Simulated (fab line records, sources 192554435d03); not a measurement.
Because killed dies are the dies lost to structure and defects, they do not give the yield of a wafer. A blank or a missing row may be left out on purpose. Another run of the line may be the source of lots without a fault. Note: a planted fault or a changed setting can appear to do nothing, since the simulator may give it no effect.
A lot that was struck, set against a sound lot :: flow n5 finfet :: 28 steps out of a route of 1938
Sound: these wafers, L857.2, L857.4, L857.5. Struck: wafer L871.6; the same lot's L871.3 was not struck, so it is left out; see the end for the cause.
Order at every step that has rows: each side's tool, ch and its chambers, its first start. Under that, the readings that differ: sound wafers :: struck wafers :: difference of the means :: sigmas: that difference in standard deviations of wafers without a fault.
alike: a reading whose means differ by less than 2 such deviations, as well as words and numbers matching on both sides. not compared: withheld readings; readings where some wafer has no value; bounds like >300 that might hide an equal value; numbers whose values overlap and for which the record gives no deviation.
Wherever a step has rows on one side only, a row that says differs or no value, or a row with sigmas, the two part there. Non-overlapping numbers with no deviation appear without sigmas and do not part them. Lack of a reading on every wafer of one side parts them only where that side has two or more wafers.

first, 1 step without rows for these wafers: N5_DUMMY_GATE_UV_OZONE_45 (time 120 s).
N5_DUMMY_GATE_INSPECT_27: inspects for defects (brightfield).
  sound: defect inspect-02 at day 4 07:59; struck: defect inspect-01 at day 7 19:47
  alike: raw defect count
then, 1 step without rows for these wafers: N5_SPACER0_ALD_07 (deposits SiNx, target thk 2 nm).
N5_SPACER0_ALD_00: deposits SiOCN, target thk 3.5 nm, pulse time 3 s, purge time 2 s.
  sound on ald sin-01 ch 1,3, day 4 08:11; struck on ald sin-03 ch 1, day 7 19:59
  alike: heater power w, precursor pulse height rel, susceptor temp C
N5_SPACER0_ALD_08: deposits SiNx, target thk 2 nm.
  sound on ald sin-01 ch 1,3, day 4 08:26; struck on ald sin-03 ch 1, day 7 20:14
  alike: heater power w, susceptor temp C
N5_SPACER0_INSPECT_04: inspects for defects (darkfield).
  sound: defect inspect-02 at day 4 08:36; struck: defect inspect-01 at day 7 20:23
  alike: raw defect count
then, 6 steps without rows for these wafers: N5_SD_EPI_N_COAT_32 (time 60 s, resist thk 350 nm); N5_SD_EPI_N_COAT_33 (time 60 s, resist thk 35 nm); N5_SD_EPI_N_COAT_03 (resist thk 150 nm); N5_SD_EPI_N_EBR_05; N5_SD_EPI_N_SOFTBAKE_04 (time 60 s); N5_SD_EPI_N_EXPOSE_06 (exposes mask SD N BLK, target cd 120 nm).
N5_SD_EPI_N_PEB_07: peb time 60 s.
  sound on litho track-04 ch 0, day 4 08:56; struck on litho track-02 ch 0, day 7 20:44
reading: heater power total W (W)
sound: 176.8 177.6 176.2
struck: 191.0
difference: +14.1
sigmas: +8
then, 1 step without rows for these wafers: N5_SD_EPI_N_DEVELOP_08 (develop time 30 s).
N5_SD_EPI_N_CD_MEAS_09 targets a cd of 120 nm.
  sound on cd sem-03 ch 0, day 4 09:00; struck on cd sem-01 ch 0, day 7 20:47
reading: cd nm (nm)
sound: 120.3 119.2 120.6
struck: 116.2
difference: -3.8
sigmas: -4
N5_SD_EPI_N_OVL_MEAS_10:
  sound on overlay-01 ch 0, day 4 09:02; struck on overlay-02 ch 0, day 7 20:49
reading: SD_N_BLK_OVL (nm)
sound: 0.1 -0.8 0.0
struck: -2.1
difference: -1.9
sigmas: -2
N5_SD_EPI_N_INSPECT_11: inspects for defects (macro).
  sound: defect inspect-01 at day 4 09:03; struck: defect inspect-02 at day 7 20:51
  alike: raw defect count
N5_SD_EPI_N_DESCUM_14: chemistry O2, time 7.9 s.
  sound on rie diel-04 ch 0,1,2, day 4 09:10; struck on rie diel-06 ch 0, day 7 21:10
reading: model.SD_EPI_N.cd nm (nm)
sound: 120 119.2 120.4
struck: 116.8
difference: -3.1
sigmas: 
  alike: drypump motor current A, oes product au, rf vpp V, showerhead plenum p Torr, throttle valve pct
  not compared: rf hours counter h
N5_SD_EPI_N_ETCH_34: etches SiARC in CF4, target depth 45.5 nm, time 75.8 s.
  sound on rie diel-04 ch 0,1,2, day 4 09:13; struck on rie diel-06 ch 0, day 7 21:12
  alike: drypump motor current A, etch rf on time s, oes product au, rf vpp V, showerhead plenum p Torr, throttle valve pct
  not compared: rf hours counter h
then, 3 steps without rows for these wafers: N5_SD_EPI_N_ETCH_35 (etches SOC in N2/H2, overetch 108 nm, time 486 s); N5_SD_EPI_N_STRIP_36 (strips in N2/H2); N5_SD_EPI_N_ETCHBACK_44 (etches SiNx in CH3F/O2, stops on SiO2, target depth 14.5 nm).
N5_SD_EPI_N_ETCH_45: etches SiOCN in CH3F/O2, target depth 6 nm.
  sound on rie diel-04 ch 0,1,2, day 4 09:41; struck on rie diel-06 ch 0, day 7 21:41
  alike: O2_flow_sccm, drypump motor current A, oes product au, rf vpp V, showerhead plenum p Torr, throttle valve pct
  not compared: rf hours counter h
then, 2 steps without rows for these wafers: N5_SD_EPI_N_ETCH_16 (etches SiO2 in CHF3/O2, target depth 5 nm); N5_SD_EPI_N_STRIP_47 (strips in CHF3/O2).
N5_SD_EPI_N_SD_RECESS_17: chemistry HBr/Cl2/O2, target depth 41 nm, time 23.7 s, bt time 3 s.
  sound on rie si-03 ch 2,3, day 4 09:52; struck on rie si-06 ch 1, day 7 21:51
reading: oes_o_777_au (a.u.)
sound: 0.990 1.029 0.995
struck: 1.040
difference: +0.035
sigmas: +2

reading: model.SD_EPI_N.cd nm (nm)
sound: 117.2 119.2 119.2
struck: 116.8
difference: -1.7
sigmas: 
  alike: HBr_flow_sccm, O2_flow_sccm, drypump motor current A, oes product au, throttle valve pct
  not compared: rf hours counter h
N5_SD_EPI_N_STRIP_38: strips in N2/H2.
  sound on plasma asher-01 ch 0, day 4 09:57; struck on plasma asher-02 ch 1, day 7 21:58
reading: drypump motor current A (A)
sound: 5.60 5.63 5.59
struck: 5.75
difference: +0.14
sigmas: +3

reading: heater power w (W)
sound: 320 317 315
struck: 370
difference: +53
sigmas: +2
  alike: oes product au
  not compared: rf hours counter h
-- the record jumps here: 5 days lie between the struck wafers' starts before and after (it left off in module SD_EPI_N and takes up again in module BEOL_M4, whose first step shown is number 1111 of the route) --
N5_BEOL_M4_RC_MEAS_101:
  sound on prober-01 ch 0, day 9 11:44; struck on prober-01 ch 0, day 12 20:49
  alike: DIBL_N, DIBL_P, IOFF_N, IOFF_P, ION_N, ION_P, SS_N, SS_P, VT_N, VT_P

## WHERE THEY PART
Earliest at N5_SD_EPI_N_PEB_07; latest, in this record, at N5_SD_EPI_N_STRIP_38. Later steps at which nothing parts them and some readings are alike: N5_BEOL_M4_RC_MEAS_101.

WHY: the cause the simulator had injected
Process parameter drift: litho track-02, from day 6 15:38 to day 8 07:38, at N5_SD_EPI_N_PEB_07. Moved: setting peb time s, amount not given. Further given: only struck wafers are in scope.
